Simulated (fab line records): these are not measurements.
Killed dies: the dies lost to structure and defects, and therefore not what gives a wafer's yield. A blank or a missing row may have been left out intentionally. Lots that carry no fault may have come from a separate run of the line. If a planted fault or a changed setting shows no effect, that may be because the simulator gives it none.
fab line records + flow nand_harc
[record]
- lots = 11
- wafers = 33
- last_day = 25
route steps=1159 shown P_STI@88 P_GATE@124 END@1159
lots that met no fault: from a run of the same line without faults
start_h: start of the lot's first displayed wafer, in hours after the record's first day + wait_h: time in hours since the lot's previous step + " identical to the entry in the row above + L1.1+2: one row covering several wafers at once + - no value present, or no start provided + * or withheld: withheld + < > ~ a bound
route shown NAME@n: a module of which the file shows steps, and the number in the route of the first + usual: average and standard deviation across the fault-free wafers + same: alike in all rows + chamber/n: place in a boat + sites: the reading at each site + _std_site: the values' standard deviation + _edge_site: inner sites' mean taken away from outer sites' mean + radius_mm: for every site, how far away it sits from the centre of the wafer + mask NAME#n: copy n + behind: tool/chamber where the wafer was last shaped + hold: reason for holding the lot/hours on hold/outcome of the hold + device: transistor that didn't switch, given as n, p or np + end of line: the route-end tests of the same wafers + step lacking rows: just its recipe + killed: the dies lost at the first sort to structure and to defects; this is not the yield of the wafer + map: a wafer's dies, marking killed ones x, the rest . and places with no die _
set.NAME: the setting the step ran with; set.NAME@STEP: the setting that earlier step ran with + model.NAME: the simulator's own value behind a step, which no gauge read
route steps across a sampled set of lots; one table per step, one row per wafer
services: the hour from which a tool's chamber was out of use, counted from the record's first day as start_h (under 0 if before that day), plus the number of hours and why
[[steps]]
[step NHARC_P_STI_ETCH_42]
[recipe]
- target_depth_a = 800
- overetch_a = 240
- time_s = 61
- ion_energy_ev = 200
- n2_flow_sccm = 150
- h2_flow_sccm = 150
- ar_flow_sccm = 0
- rf_w = 400
- bias_w = 150
- chemistry = N2/H2
[usual]
- bias_w = 150.0/0.44
- drypump_motor_current_A = 5.9/0.4
- oes_product_au = 0.998/0.0079
- rf_vpp_V = 429.9/2.4
- showerhead_plenum_p_Torr = 2.01/0.077
- throttle_valve_pct = 14.172/0.0092
| lot.wafer | tool        | chamber | start_h | wait_h | bias_w | drypump_motor_current_A | oes_product_au | rf_hours_counter_h | rf_vpp_V | showerhead_plenum_p_Torr | throttle_valve_pct |
|-----------|-------------|---------|---------|--------|--------|-------------------------|----------------|--------------------|----------|--------------------------|--------------------|
| L483.3    | rie_diel-03 | 0       | 32.74   | 0.1    | 150.1  | 6.0                     | 0.997          | 10.7               | 426.8    | 1.92                     | 14.186             |
| L483.5    | "           | 0       | "       | "      | 150.6  | 6.0                     | 1.004          | -                  | 427.1    | 1.92                     | 14.167             |
| L483.6    | "           | 3       | "       | "      | 149.8  | 5.7                     | 1.007          | -                  | 431.4    | 2.07                     | 14.186             |
| L484.2    | rie_diel-12 | 0       | 44.55   | 0.1    | 149.8  | 6.1                     | 0.985          | 0.7                | 432.6    | 2.07                     | 14.173             |
| L484.3    | "           | 2       | "       | "      | 150.1  | 5.3                     | 0.995          | 0.5                | 430.1    | 2.00                     | 14.168             |
| L484.5    | "           | 0       | "       | "      | 149.5  | 6.1                     | 0.992          | -                  | 430.9    | 2.07                     | 14.175             |
| L489.2    | rie_diel-12 | 2       | 74.54   | 0.1    | 150.6  | 5.3                     | 1.000          | 1.1                | 429.8    | 2.00                     | 14.176             |
| L489.4    | "           | 1       | "       | "      | 149.9  | 6.3                     | 1.005          | 0.8                | 433.9    | 2.14                     | 14.142             |
| L489.5    | "           | 2       | "       | "      | 149.9  | 5.3                     | 0.997          | -                  | 428.6    | 2.00                     | 14.179             |
| L492.2    | rie_diel-03 | 0       | 89.86   | 0.1    | 149.1  | 6.0                     | 1.000          | 3.0                | 428.3    | 1.92                     | 14.177             |
| L492.1    | "           | 2       | "       | "      | 149.8  | 6.1                     | 0.990          | 3.3                | 430.5    | 2.06                     | 14.170             |
| L492.5    | "           | 3       | "       | "      | 149.6  | 5.7                     | 0.992          | -                  | 430.8    | 2.07                     | 14.179             |
| L495.3    | rie_diel-07 | 1       | 111.05  | 0.1    | 150.5  | 4.7                     | 1.012          | 1.6                | 427.8    | 1.90                     | 14.170             |
| L495.6    | "           | 0       | "       | "      | 149.8  | 6.0                     | 0.989          | -                  | 431.5    | 2.09                     | 14.176             |
| L495.5    | "           | 1       | "       | "      | 150.5  | 4.7                     | 1.000          | -                  | 426.1    | 1.90                     | 14.172             |
| L496.3    | rie_diel-12 | 2       | 111.11  | 0.1    | 149.2  | 5.3                     | 0.995          | 2.0                | 428.6    | 2.00                     | 14.170             |
| L496.1    | "           | 3       | "       | "      | 149.6  | 5.6                     | 0.993          | 2.4                | 427.6    | 1.96                     | 14.177             |
| L496.5    | "           | 1       | "       | "      | 149.9  | 6.4                     | 0.994          | -                  | 432.2    | 2.14                     | 14.159             |
| L500.3    | rie_diel-03 | 1       | 137.83  | 0.1    | 149.7  | 6.2                     | 0.997          | 7.1                | 427.2    | 1.93                     | 14.186             |
| L500.2    | "           | 2       | "       | "      | 151.0  | 6.0                     | 1.001          | 6.5                | 430.9    | 2.06                     | 14.161             |
| L500.1    | "           | 3       | "       | "      | 150.3  | 5.7                     | 0.993          | 6.2                | 431.2    | 2.07                     | 14.179             |
| L503.4    | rie_diel-12 | 0       | 155.98  | 0.1    | 150.0  | 6.1                     | 0.988          | 2.3                | 432.2    | 2.07                     | 14.171             |
| L503.2    | "           | 1       | "       | "      | 150.7  | 6.4                     | 1.005          | 3.0                | 433.8    | 2.14                     | 14.159             |
| L503.6    | "           | 0       | "       | "      | 149.3  | 6.2                     | 0.991          | -                  | 430.6    | 2.07                     | 14.174             |
| L504.2    | rie_diel-03 | 2       | 162.72  | 0.1    | 151.3  | 6.0                     | 0.999          | 8.4                | 430.9    | 2.06                     | 14.166             |
| L504.5    | "           | 1       | "       | "      | 150.7  | 6.2                     | 0.988          | -                  | 427.1    | 1.93                     | 14.171             |
| L504.6    | "           | 3       | "       | "      | 150.6  | 5.7                     | 0.985          | -                  | 430.8    | 2.07                     | 14.163             |
| L506.1    | rie_diel-03 | 0       | 170.99  | 0.1    | 150.1  | 6.0                     | 1.002          | 8.1                | 425.9    | 1.92                     | 14.168             |
| L506.2    | "           | 2       | "       | "      | 150.0  | 6.0                     | 0.999          | 8.7                | 431.4    | 2.06                     | 14.172             |
| L506.5    | "           | 1       | "       | "      | 149.7  | 6.1                     | 0.992          | -                  | 427.2    | 1.93                     | 14.161             |
| L505.1    | rie_diel-12 | 2       | 171.16  | 0.1    | 150.1  | 5.3                     | 0.997          | 3.4                | 428.2    | 2.00                     | 14.176             |
| L505.5    | "           | 1       | "       | "      | 150.0  | 6.3                     | 0.998          | -                  | 433.8    | 2.14                     | 14.172             |
| L505.6    | "           | 2       | "       | "      | 150.2  | 5.3                     | 1.005          | -                  | 428.7    | 2.00                     | 14.187             |
[step NHARC_P_STI_CD_MEAS_16]
[usual]
- cd_nm = 199.2/1.8
| lot.wafer | tool      | chamber | start_h | wait_h | cd_nm |
|-----------|-----------|---------|---------|--------|-------|
| L483.3    | cd_sem-03 | -       | 33.12   | -      | 198.5 |
| L483.5    | "         | -       | "       | "      | 196.6 |
| L483.6    | "         | -       | "       | "      | 198.3 |
| L484.2    | cd_sem-02 | -       | 44.92   | -      | 202.4 |
| L484.3    | "         | -       | "       | "      | 198.2 |
| L484.5    | "         | -       | "       | "      | 198.8 |
| L489.2    | cd_sem-03 | -       | 74.91   | -      | 199.6 |
| L489.4    | "         | -       | "       | "      | 199.0 |
| L489.5    | "         | -       | "       | "      | 197.8 |
| L492.1    | cd_sem-03 | -       | 90.21   | -      | 198.1 |
| L492.2    | "         | -       | "       | "      | 200.1 |
| L492.5    | "         | -       | "       | "      | 200.5 |
| L495.3    | cd_sem-01 | -       | 111.41  | -      | 200.4 |
| L495.5    | "         | -       | "       | "      | 199.8 |
| L495.6    | "         | -       | "       | "      | 200.3 |
| L496.1    | cd_sem-01 | -       | 111.48  | -      | 196.2 |
| L496.3    | "         | -       | "       | "      | 198.1 |
| L496.5    | "         | -       | "       | "      | 196.7 |
| L500.1    | cd_sem-03 | -       | 138.18  | -      | 200.7 |
| L500.2    | "         | -       | "       | "      | 200.4 |
| L500.3    | "         | -       | "       | "      | 201.1 |
| L503.2    | cd_sem-01 | -       | 156.34  | -      | 197.9 |
| L503.4    | "         | -       | "       | "      | 197.1 |
| L503.6    | "         | -       | "       | "      | 198.3 |
| L504.2    | cd_sem-02 | -       | 163.09  | -      | 198.5 |
| L504.5    | "         | -       | "       | "      | 200.7 |
| L504.6    | "         | -       | "       | "      | 202.8 |
| L506.1    | cd_sem-01 | -       | 171.34  | -      | 199.6 |
| L506.2    | "         | -       | "       | "      | 199.6 |
| L506.5    | "         | -       | "       | "      | 196.9 |
| L505.1    | cd_sem-01 | -       | 171.50  | -      | 201.3 |
| L505.5    | "         | -       | "       | "      | 200.8 |
| L505.6    | "         | -       | "       | "      | 199.8 |
[step NHARC_P_GATE_DESCUM_13]
[recipe]
- time_s = 3
- o2_flow_sccm = 200
- ar_flow_sccm = 0
- bias_power_w = 0
- chemistry = O2
[usual]
- drypump_motor_current_A = 5.7/0.44
- oes_product_au = 0.998/0.0067
- rf_vpp_V = 57.8/0.88
- showerhead_plenum_p_Torr = 1.92/0.098
- throttle_valve_pct = 11.312/0.0092
[same]
- bias_power_w = 0
| lot.wafer | tool        | chamber | start_h | wait_h | drypump_motor_current_A | oes_product_au | rf_hours_counter_h | rf_vpp_V | showerhead_plenum_p_Torr | throttle_valve_pct |
|-----------|-------------|---------|---------|--------|-------------------------|----------------|--------------------|----------|--------------------------|--------------------|
| L483.3    | rie_diel-04 | 0       | 67.92   | -      | 5.8                     | 1.006          | 19                 | 57.8     | 2.01                     | 11.317             |
| L483.5    | "           | 0       | "       | "      | 5.7                     | 0.995          | -                  | 58.7     | 2.01                     | 11.303             |
| L483.6    | "           | 1       | "       | "      | 5.7                     | 0.991          | -                  | 55.8     | 1.93                     | 11.295             |
| L484.3    | rie_diel-10 | 2       | 80.38   | -      | 6.1                     | 1.002          | 25                 | 57.9     | 2.04                     | 11.318             |
| L484.2    | "           | 3       | "       | "      | 5.3                     | 0.991          | 25                 | 57.2     | 2.01                     | 11.298             |
| L484.5    | "           | 2       | "       | "      | 6.1                     | 0.992          | -                  | 58.7     | 2.04                     | 11.308             |
| L489.2    | rie_diel-10 | 2       | 114.90  | -      | 6.1                     | 0.999          | 39                 | 56.9     | 2.04                     | 11.313             |
| L489.4    | "           | 3       | "       | "      | 5.3                     | 0.994          | 37                 | 58.5     | 2.01                     | 11.314             |
| L489.5    | "           | 0       | "       | "      | 5.2                     | 0.994          | -                  | 56.0     | 1.83                     | 11.308             |
| L492.2    | rie_diel-10 | 1       | 125.38  | -      | 5.4                     | 0.995          | 32                 | 58.2     | 1.77                     | 11.305             |
| L492.1    | "           | 2       | "       | "      | 6.1                     | 0.996          | 41                 | 60.6     | 2.04                     | 11.329             |
| L492.5    | "           | 1       | "       | "      | 5.4                     | 0.986          | -                  | 59.4     | 1.77                     | 11.309             |
| L495.3    | rie_diel-04 | 2       | 152.92  | -      | 6.6                     | 0.999          | 5                  | 57.4     | 1.83                     | 11.317             |
| L495.5    | "           | 0       | "       | "      | 5.8                     | 1.001          | -                  | 58.6     | 2.00                     | 11.303             |
| L495.6    | "           | 1       | "       | "      | 5.7                     | 0.997          | -                  | 57.6     | 1.92                     | 11.318             |
| L496.3    | rie_diel-04 | 3       | 153.38  | -      | 5.3                     | 1.014          | 5                  | 58.1     | 2.02                     | 11.313             |
| L496.1    | "           | 1       | "       | "      | 5.7                     | 1.006          | 6                  | 57.2     | 1.93                     | 11.305             |
| L496.5    | "           | 3       | "       | "      | 5.3                     | 1.014          | -                  | 58.6     | 2.02                     | 11.311             |
| L500.1    | rie_diel-04 | 1       | 178.94  | -      | 5.7                     | 0.998          | 9                  | 58.4     | 1.92                     | 11.326             |
| L500.2    | "           | 2       | "       | "      | 6.6                     | 1.004          | 10                 | 56.3     | 1.83                     | 11.298             |
| L500.3    | "           | 0       | "       | "      | 5.7                     | 1.001          | 9                  | 58.5     | 2.00                     | 11.307             |
| L503.2    | rie_diel-04 | 2       | 195.29  | -      | 6.6                     | 0.987          | 13                 | 57.6     | 1.83                     | 11.306             |
| L503.4    | "           | 0       | "       | "      | 5.7                     | 0.991          | 11                 | 58.2     | 2.00                     | 11.312             |
| L503.6    | "           | 2       | "       | "      | 6.6                     | 0.994          | -                  | 57.1     | 1.83                     | 11.304             |
| L504.2    | rie_diel-10 | 3       | 198.40  | -      | 5.3                     | 1.005          | 5                  | 58.5     | 2.00                     | 11.312             |
| L504.6    | "           | 1       | "       | "      | 5.4                     | 0.997          | -                  | 57.7     | 2.07                     | 11.307             |
| L504.5    | "           | 2       | "       | "      | 6.1                     | 0.997          | -                  | 58.8     | 2.03                     | 11.324             |
| L505.1    | rie_diel-04 | 1       | 206.40  | -      | 5.7                     | 1.003          | 15                 | 57.6     | 1.92                     | 11.308             |
| L505.5    | "           | 0       | "       | "      | 5.7                     | 0.998          | -                  | 59.7     | 2.00                     | 11.313             |
| L505.6    | "           | 1       | "       | "      | 5.6                     | 0.996          | -                  | 58.0     | 1.92                     | 11.304             |
| L506.1    | rie_diel-04 | 2       | 206.55  | -      | 6.6                     | 1.000          | 15                 | 57.2     | 1.83                     | 11.302             |
| L506.2    | "           | 3       | "       | "      | 5.3                     | 1.006          | 14                 | 58.0     | 2.02                     | 11.300             |
| L506.5    | "           | 3       | "       | "      | 5.3                     | 1.007          | -                  | 59.0     | 2.02                     | 11.305             |
[step NHARC_P_GATE_EXPOSE_23]
[recipe]
- na = 1.35
- target_cd_nm = 120
- dose_mj = 93.91
- mask_id = P_GATE
[usual]
- exposure_dose_mJ_cm2 = 93.91/0.078
[same]
- na = 1.35
| lot.wafer | tool            | chamber | start_h | wait_h | mask     | exposure_dose_mJ_cm2 |
|-----------|-----------------|---------|---------|--------|----------|----------------------|
| L483.3    | arfi_scanner-03 | 0       | 83.06   | -      | P_GATE#0 | 93.84                |
| L483.5    | "               | 0       | "       | "      | P_GATE#0 | 93.91                |
| L483.6    | "               | 0       | "       | "      | P_GATE#0 | 93.96                |
| L484.2    | arfi_scanner-03 | 0       | 95.70   | -      | P_GATE#0 | 93.94                |
| L484.3    | "               | 0       | "       | "      | P_GATE#0 | 94.02                |
| L484.5    | "               | 0       | "       | "      | P_GATE#0 | 94.04                |
| L489.2    | arfi_scanner-01 | 0       | 134.39  | -      | P_GATE#0 | 93.99                |
| L489.4    | "               | 0       | "       | "      | P_GATE#0 | 93.92                |
| L489.5    | "               | 0       | "       | "      | P_GATE#0 | 93.87                |
| L492.1    | arfi_scanner-01 | 0       | 141.11  | -      | P_GATE#0 | 94.00                |
| L492.2    | "               | 0       | "       | "      | P_GATE#0 | 94.04                |
| L492.5    | "               | 0       | "       | "      | P_GATE#0 | 93.96                |
| L496.1    | arfi_scanner-02 | 0       | 166.32  | -      | P_GATE#0 | 94.14                |
| L496.3    | "               | 0       | "       | "      | P_GATE#0 | 94.11                |
| L496.5    | "               | 0       | "       | "      | P_GATE#0 | 93.90                |
| L495.3    | arfi_scanner-01 | 0       | 167.08  | -      | P_GATE#0 | 56.74                |
| L495.5    | "               | 0       | "       | "      | P_GATE#0 | 56.71                |
| L495.6    | "               | 0       | "       | "      | P_GATE#0 | 56.69                |
| L500.1    | arfi_scanner-01 | 0       | 192.94  | -      | P_GATE#0 | 56.69                |
| L500.2    | "               | 0       | "       | "      | P_GATE#0 | 56.71                |
| L500.3    | "               | 0       | "       | "      | P_GATE#0 | 56.64                |
| L503.2    | arfi_scanner-03 | 0       | 208.92  | -      | P_GATE#0 | 93.84                |
| L503.4    | "               | 0       | "       | "      | P_GATE#0 | 93.76                |
| L503.6    | "               | 0       | "       | "      | P_GATE#0 | 93.90                |
| L504.2    | arfi_scanner-02 | 0       | 212.40  | -      | P_GATE#0 | 93.93                |
| L504.5    | "               | 0       | "       | "      | P_GATE#0 | 93.96                |
| L504.6    | "               | 0       | "       | "      | P_GATE#0 | 93.87                |
| L506.1    | arfi_scanner-03 | 0       | 219.95  | -      | P_GATE#0 | 93.88                |
| L506.2    | "               | 0       | "       | "      | P_GATE#0 | 93.83                |
| L506.5    | "               | 0       | "       | "      | P_GATE#0 | 93.96                |
| L505.1    | arfi_scanner-02 | 0       | 220.10  | -      | P_GATE#0 | 94.02                |
| L505.5    | "               | 0       | "       | "      | P_GATE#0 | 93.90                |
| L505.6    | "               | 0       | "       | "      | P_GATE#0 | 93.94                |
[step NHARC_P_GATE_CD_MEAS_26]
[recipe]
- target_cd_nm = 120
- landing_energy_ev = 500
[usual]
- cd_nm = 120.0/0.52
| lot.wafer | tool      | chamber | start_h | wait_h | hold                     | cd_nm |
|-----------|-----------|---------|---------|--------|--------------------------|-------|
| L483.3    | cd_sem-02 | 0       | 83.20   | -      | -                        | 119.7 |
| L483.5    | "         | 0       | "       | "      | -                        | 119.8 |
| L483.6    | "         | 0       | "       | "      | -                        | 119.9 |
| L484.2    | cd_sem-03 | 0       | 95.83   | -      | -                        | 120.9 |
| L484.3    | "         | 0       | "       | "      | -                        | 120.4 |
| L484.5    | "         | 0       | "       | "      | -                        | 120.2 |
| L489.2    | cd_sem-03 | 0       | 134.52  | -      | -                        | 120.3 |
| L489.4    | "         | 0       | "       | "      | -                        | 121.0 |
| L489.5    | "         | 0       | "       | "      | -                        | 120.9 |
| L492.1    | cd_sem-01 | 0       | 141.25  | -      | -                        | 119.7 |
| L492.2    | "         | 0       | "       | "      | -                        | 119.2 |
| L492.5    | "         | 0       | "       | "      | -                        | 119.4 |
| L496.1    | cd_sem-03 | 0       | 166.47  | -      | -                        | 120.1 |
| L496.3    | "         | 0       | "       | "      | -                        | 119.3 |
| L496.5    | "         | 0       | "       | "      | -                        | 119.6 |
| L495.3    | cd_sem-03 | 0       | 167.22  | -      | await_dispo/0.2h/release | 149.7 |
| L495.5    | "         | 0       | "       | "      | await_dispo/0.2h/release | 149.6 |
| L495.6    | "         | 0       | "       | "      | await_dispo/0.2h/release | 149.2 |
| L495.3    | cd_sem-03 | 0       | -       | -      | -                        | 149.8 |
| L495.5    | "         | 0       | "       | "      | -                        | 149.2 |
| L495.6    | "         | 0       | "       | "      | -                        | 149.3 |
| L500.1    | cd_sem-01 | 0       | 193.08  | -      | await_dispo/0.2h/release | 149.0 |
| L500.2    | "         | 0       | "       | "      | await_dispo/0.2h/release | 149.4 |
| L500.3    | "         | 0       | "       | "      | await_dispo/0.2h/release | 149.4 |
| L500.1    | cd_sem-01 | 0       | -       | -      | -                        | 148.6 |
| L500.2    | "         | 0       | "       | "      | -                        | 149.3 |
| L500.3    | "         | 0       | "       | "      | -                        | 149.9 |
| L503.2    | cd_sem-01 | 0       | 209.06  | -      | -                        | 120.0 |
| L503.4    | "         | 0       | "       | "      | -                        | 120.7 |
| L503.6    | "         | 0       | "       | "      | -                        | 121.1 |
| L504.2    | cd_sem-01 | 0       | 212.54  | -      | -                        | 120.1 |
| L504.5    | "         | 0       | "       | "      | -                        | 120.1 |
| L504.6    | "         | 0       | "       | "      | -                        | 120.2 |
| L506.1    | cd_sem-03 | 0       | 220.09  | -      | -                        | 119.7 |
| L506.2    | "         | 0       | "       | "      | -                        | 120.0 |
| L506.5    | "         | 0       | "       | "      | -                        | 119.9 |
| L505.1    | cd_sem-03 | 0       | 220.24  | -      | -                        | 119.5 |
| L505.5    | "         | 0       | "       | "      | -                        | 119.8 |
| L505.6    | "         | 0       | "       | "      | -                        | 119.4 |
[step NHARC_END_SORT_01]
[recipe]
- temp_c = 25
[usual]
- defect_limited_yield = 95.2/1.4
- killed_at_array = 28/8.9
- killed_at_other = 0.8/1.2
- killed_at_periphery = 3.3/2.3
- killed_dies = 32/9.4
- killed_open = 3.2/1.8
- killed_short = 1.9/1.4
- sort_bin_2_pct = 1.4/0.56
- sort_bin_3_pct = 0.26/0.21
- sort_bin_4_pct = 3.1/1
- sort_n_pass = 645/9.4
- sort_rim_yield_pct = 95.7/2.4
- sort_yield_pct = 95.2/1.4
[same]
- gross_dies = 677
- sort_bin_5_pct[%] = 0
- sort_bin_6_pct[%] = 0
- sort_bin_7_pct[%] = 0
- sort_bin_8_pct[%] = 0
- sort_rim_n_gross = 106.00
| lot.wafer | tool      | chamber | start_h | wait_h | defect_limited_yield[%] | killed_at_array | killed_at_other | killed_at_periphery | killed_dies | killed_open | killed_short | sort_bin_2_pct[%] | sort_bin_3_pct[%] | sort_bin_4_pct[%] | sort_n_pass | sort_rim_yield_pct[%] | sort_yield_pct[%] |
|-----------|-----------|---------|---------|--------|-------------------------|-----------------|-----------------|---------------------|-------------|-------------|--------------|-------------------|-------------------|-------------------|-------------|-----------------------|-------------------|
| L489.2    | prober-02 | 0       | 503.40  | 2.8    | 94.8                    | 31              | 0               | 4                   | 35          | 4           | 0            | 1.6               | 0.15              | 3.4               | 642         | 98.1                  | 94.8              |
| L489.4    | prober-02 | 0       | 505.02  | 3.4    | 92.8                    | 48              | 0               | 1                   | 49          | 3           | 1            | 2.2               | 0.44              | 4.6               | 628         | 95.3                  | 92.8              |
| L489.5    | prober-02 | 0       | 505.83  | 3.7    | 94.1                    | 38              | 0               | 2                   | 40          | 3           | 2            | 1.8               | 0.30              | 3.8               | 637         | 96.2                  | 94.1              |
// killed by level:class
L489.2 A_SLIT:chamber_film_flake=13 A_CHANNEL_HOLE_D1:chamber_film_flake=12 A_CONTACT:geometric_particle:open=2 A_STAIRCASE:chamber_film_flake=2 P_M0:geometric_particle:open=1 A_WL_FILL:geometric_particle:open=1 P_ZERO_WELL:chamber_film_flake=1 P_GATE:chamber_film_flake=1
L489.4 A_CHANNEL_HOLE_D1:chamber_film_flake=21 A_SLIT:chamber_film_flake=14 A_STAIRCASE:chamber_film_flake=3 A_CONTACT:chamber_film_flake=3 A_WL_FILL:chamber_film_flake=2 A_SOURCE_PLATE:geometric_particle:open=1 A_SGD_CUT:geometric_particle:open=1 A_WL_FILL:geometric_particle:open=1
L489.5 A_CHANNEL_HOLE_D1:chamber_film_flake=18 A_SLIT:chamber_film_flake=11 A_CONTACT:chamber_film_flake=3 P_M0:geometric_particle:open=2 A_WL_FILL:geometric_particle:short=2 A_CONTACT:geometric_particle:open=1 A_ZERO_WELL:chamber_film_flake=1 A_CHANNEL_FILL_D1:chamber_film_flake=1
[[services]]
| tool            | chamber | start_h | hours | kind   |
|-----------------|---------|---------|-------|--------|
| arfi_scanner-01 | -       | 10.38   | 4.1   | repair |
| arfi_scanner-01 | -       | 24.00   | 4.0   | pm     |
| rie_diel-12     | -       | 25.40   | 9.0   | pm     |
| rie_diel-10     | 1       | 29.67   | 16.3  | repair |
| arfi_scanner-02 | -       | 37.10   | 2.1   | repair |
| rie_diel-12     | 2       | 38.23   | 1.8   | repair |
| rie_diel-03     | -       | 38.30   | 9.0   | pm     |
| rie_diel-04     | 2       | 83.07   | 9.1   | repair |
| rie_diel-12     | 0       | 88.35   | 45.7  | repair |
| rie_diel-12     | 2       | 90.18   | 7.2   | repair |
| rie_diel-04     | -       | 111.90  | 9.0   | pm     |
| arfi_scanner-03 | -       | 128.98  | 1.5   | repair |
| arfi_scanner-03 | -       | 140.00  | 4.0   | pm     |
| rie_diel-03     | 2       | 143.92  | 2.6   | repair |
| arfi_scanner-03 | -       | 152.28  | 22.2  | repair |
| rie_diel-03     | 0       | 161.25  | 5.7   | repair |
| arfi_scanner-01 | -       | 168.35  | 4.1   | repair |
| rie_diel-12     | 1       | 173.11  | 4.4   | repair |
| rie_diel-10     | -       | 176.50  | 9.0   | pm     |
| arfi_scanner-01 | -       | 196.00  | 4.0   | pm     |
| rie_diel-12     | -       | 202.40  | 9.0   | pm     |
| rie_diel-04     | 1       | 206.97  | 14.9  | repair |
| arfi_scanner-01 | -       | 211.97  | 10.1  | repair |
| rie_diel-03     | -       | 215.30  | 9.0   | pm     |
[[key]]
[first_sign]
- step = NHARC_P_GATE_EXPOSE_23
- reading = exposure_dose_mJ_cm2
- direction = down
- sigmas = 99+
- usual = 93.91
- struck = 56.70
[effect]
- step = NHARC_P_GATE_CD_MEAS_26
- reading = visit
- direction = added
[effect]
- step = NHARC_P_GATE_CD_MEAS_26
- reading = cd_nm
- direction = up
- sigmas = 57
- usual = 120.0
- struck = 149.4
met_at NHARC_P_GATE_EXPOSE_23
struck_lots L495,L500
scrapped_behind NHARC_P_GATE_CD_MEAS_26 L495.3,L495.5,L495.6,L500.1,L500.2,L500.3
not_acting_at NHARC_P_STI_ETCH_42,NHARC_P_STI_CD_MEAS_16,NHARC_P_GATE_DESCUM_13
onset_between 141.11 167.08
[fault]
- kind = process_parameter_drift
- tool = arfi_scanner-01
- chamber = -
- onset_h = 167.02
- steps = NHARC_P_GATE_EXPOSE_23
- channel = dose_mj
- offset = -37.158
- shape = step
- acts_in = these_recipes_only
- stated = 93.91
